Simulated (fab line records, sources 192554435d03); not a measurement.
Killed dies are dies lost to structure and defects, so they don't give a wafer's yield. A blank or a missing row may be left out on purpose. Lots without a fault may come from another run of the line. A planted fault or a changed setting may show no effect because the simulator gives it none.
Chamber matching | flow n5_finfet | N5_BEOL_M5_STRIP_36 on rie_diel-03: 4 sister chambers
The step strips in N2/H2. 27 wafers are shown with their chamber, then 12 later ones without.

WAFERS WITH THEIR CHAMBER
wafer  | chamber | showerhead_plenum_p_Torr (Torr) | throttle_valve_pct (%) | oes_product_au (a.u.)
L074.2 | 2       | 2.52                            | 23.94                  | 0.72
L074.3 | 1       | 2.51                            | 24.14                  | 0.69
L074.4 | 2       | 2.52                            | 23.95                  | 0.72
L078.3 | 3       | 2.41                            | 23.66                  | 0.71
L078.5 | 2       | 2.52                            | 23.91                  | 0.72
L078.6 | 3       | 2.41                            | 23.65                  | 0.72
L081.1 | 1       | 2.50                            | 24.17                  | 0.67
L081.2 | 2       | 2.52                            | 23.95                  | 0.71
L081.3 | 3       | 2.40                            | 23.64                  | 0.71
L081.4 | 0       | 2.59                            | 23.81                  | 0.89
L081.5 | 0       | 2.59                            | 23.84                  | 0.89
L081.6 | 1       | 2.50                            | 24.15                  | 0.67
L082.4 | 0       | 2.59                            | 23.85                  | 0.90
L082.5 | 3       | 2.40                            | 23.66                  | 0.71
L082.6 | 0       | 2.59                            | 23.87                  | 0.90
L090.1 | 1       | 2.50                            | 23.92                  | 0.95
L090.2 | 0       | 2.58                            | 23.87                  | 0.88
L090.3 | 3       | 2.40                            | 23.68                  | 0.69
L090.4 | 1       | 2.50                            | 23.92                  | 0.96
L090.5 | 3       | 2.40                            | 23.68                  | 0.70
L090.6 | 0       | 2.58                            | 23.85                  | 0.88
L092.2 | 2       | 2.51                            | 23.97                  | 0.70
L092.3 | 3       | 2.40                            | 23.65                  | 0.70
L092.4 | 1       | 2.50                            | 23.94                  | 0.93
L094.1 | 2       | 2.51                            | 23.94                  | 0.70
L094.2 | 0       | 2.58                            | 23.88                  | 0.88
L094.3 | 1       | 2.50                            | 23.94                  | 0.93

SIGNATURES (means of the wafers above)
reading                  | chamber 0 | chamber 1 | chamber 2 | chamber 3 | scatter within a chamber
showerhead_plenum_p_Torr | 2.5857    | 2.5014    | 2.5167    | 2.4029    | 0.00482
throttle_valve_pct       | 23.8529   | 24.0257   | 23.9433   | 23.6600   | 0.0636
oes_product_au           | 0.8886    | 0.8286    | 0.7117    | 0.7057    | 0.0733
Rule: a wafer's distance from a chamber is the root of the sum, over the readings, of the square of ((its reading less the chamber's mean) divided by the reading's scatter). The wafer belongs to the nearest chamber; if the next one is less than 2 further off, it can't be placed. The scatter: the root of (the sum of the squares of (reading less its chamber's mean) over the shown wafers, divided by (wafers less chambers)).

WAFERS WITHOUT THEIR CHAMBER
wafer  | showerhead_plenum_p_Torr (Torr) | throttle_valve_pct (%) | oes_product_au (a.u.)
L094.4 | 2.40                            | 23.64                  | 0.70
L094.5 | 2.58                            | 23.86                  | 0.86
L094.6 | 2.50                            | 23.96                  | 0.93
L093.1 | 2.58                            | 23.88                  | 0.86
L093.2 | 2.50                            | 23.94                  | 0.93
L093.4 | 2.40                            | 23.70                  | 0.70
L096.3 | 2.51                            | 24.02                  | 0.70
L096.5 | 2.58                            | 23.88                  | 0.86
L096.6 | 2.49                            | 23.94                  | 0.91
L097.1 | 2.51                            | 23.99                  | 0.69
L097.4 | 2.58                            | 23.86                  | 0.86
L097.5 | 2.39                            | 23.66                  | 0.69

WHICH CHAMBER EACH WENT THROUGH
wafer  | from the rows above     | in truth
L094.4 | 3                       | 3
L094.5 | 0                       | 0
L094.6 | 1                       | 1
L093.1 | 0                       | 0
L093.2 | 1                       | 1
L093.4 | 3                       | 3
L096.3 | can't be placed: 2 or 1 | 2
L096.5 | 0                       | 0
L096.6 | 1                       | 1
L097.1 | can't be placed: 2 or 1 | 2
L097.4 | 0                       | 0
L097.5 | 3                       | 3
Placed correctly: 10 of 12. Can't be placed from these rows: 2 (the true chamber is among the candidates in 2). Placed wrongly: 0.
